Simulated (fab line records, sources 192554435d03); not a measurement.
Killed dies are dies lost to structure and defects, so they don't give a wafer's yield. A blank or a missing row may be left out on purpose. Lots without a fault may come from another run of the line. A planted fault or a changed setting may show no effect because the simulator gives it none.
Chamber matching | flow n5_finfet | N5_BEOL_M13_ETCH_59 on rie_diel-04: 4 sister chambers
The step etches BARC in N2/H2, target depth 89 nm, overetch 26.7 nm, time 67.9 s. 16 wafers are shown with their chamber, then 8 later ones without.

WAFERS WITH THEIR CHAMBER
wafer  | chamber | drypump_motor_current_A (A) | throttle_valve_pct (%) | showerhead_plenum_p_Torr (Torr)
L075.2 | 3       | 5.4                         | 17.41                  | 2.61
L075.3 | 2       | 6.5                         | 18.23                  | 2.44
L075.6 | 2       | 6.5                         | 18.22                  | 2.44
L076.1 | 2       | 6.5                         | 18.24                  | 2.44
L076.3 | 1       | 5.6                         | 18.08                  | 2.56
L076.4 | 2       | 6.4                         | 18.24                  | 2.44
L080.1 | 2       | 6.5                         | 18.25                  | 2.43
L080.2 | 3       | 5.4                         | 17.43                  | 2.60
L080.6 | 0       | 6.5                         | 17.80                  | 2.62
L084.2 | 2       | 6.5                         | 18.27                  | 2.43
L084.4 | 1       | 5.6                         | 18.14                  | 2.55
L084.5 | 0       | 6.5                         | 17.82                  | 2.62
L086.2 | 2       | 6.5                         | 18.28                  | 2.43
L086.4 | 1       | 5.6                         | 18.14                  | 2.55
L086.6 | 0       | 6.5                         | 17.83                  | 2.62
L089.3 | 0       | 6.5                         | 17.82                  | 2.61

SIGNATURES (means of the wafers above)
reading                  | chamber 0 | chamber 1 | chamber 2 | chamber 3 | scatter within a chamber
drypump_motor_current_A  | 6.500     | 5.600     | 6.486     | 5.400     | 0.0267
throttle_valve_pct       | 17.8175   | 18.1200   | 18.2471   | 17.4200   | 0.022
showerhead_plenum_p_Torr | 2.6175    | 2.5533    | 2.4357    | 2.6050    | 0.0055
Rule: a wafer's distance from a chamber is the root of the sum, over the readings, of the square of ((its reading less the chamber's mean) divided by the reading's scatter). The wafer belongs to the nearest chamber; if the next one is less than 2 further off, it can't be placed. The scatter: the root of (the sum of the squares of (reading less its chamber's mean) over the shown wafers, divided by (wafers less chambers)).

WAFERS WITHOUT THEIR CHAMBER
wafer  | drypump_motor_current_A (A) | throttle_valve_pct (%) | showerhead_plenum_p_Torr (Torr)
L089.4 | 5.4                         | 17.46                  | 2.59
L089.5 | 5.6                         | 18.16                  | 2.55
L092.2 | 5.6                         | 18.15                  | 2.55
L092.3 | 5.4                         | 17.47                  | 2.59
L092.4 | 6.5                         | 17.86                  | 2.61
L096.2 | 5.6                         | 18.17                  | 2.54
L096.3 | 5.4                         | 17.46                  | 2.59
L096.6 | 5.6                         | 18.18                  | 2.54

WHICH CHAMBER EACH WENT THROUGH
wafer  | from the rows above | in truth
L089.4 | 3                   | 3
L089.5 | 1                   | 1
L092.2 | 1                   | 1
L092.3 | 3                   | 3
L092.4 | 0                   | 0
L096.2 | 1                   | 1
L096.3 | 3                   | 3
L096.6 | 1                   | 1
Placed correctly: 8 of 8. Can't be placed from these rows: 0. Placed wrongly: 0.
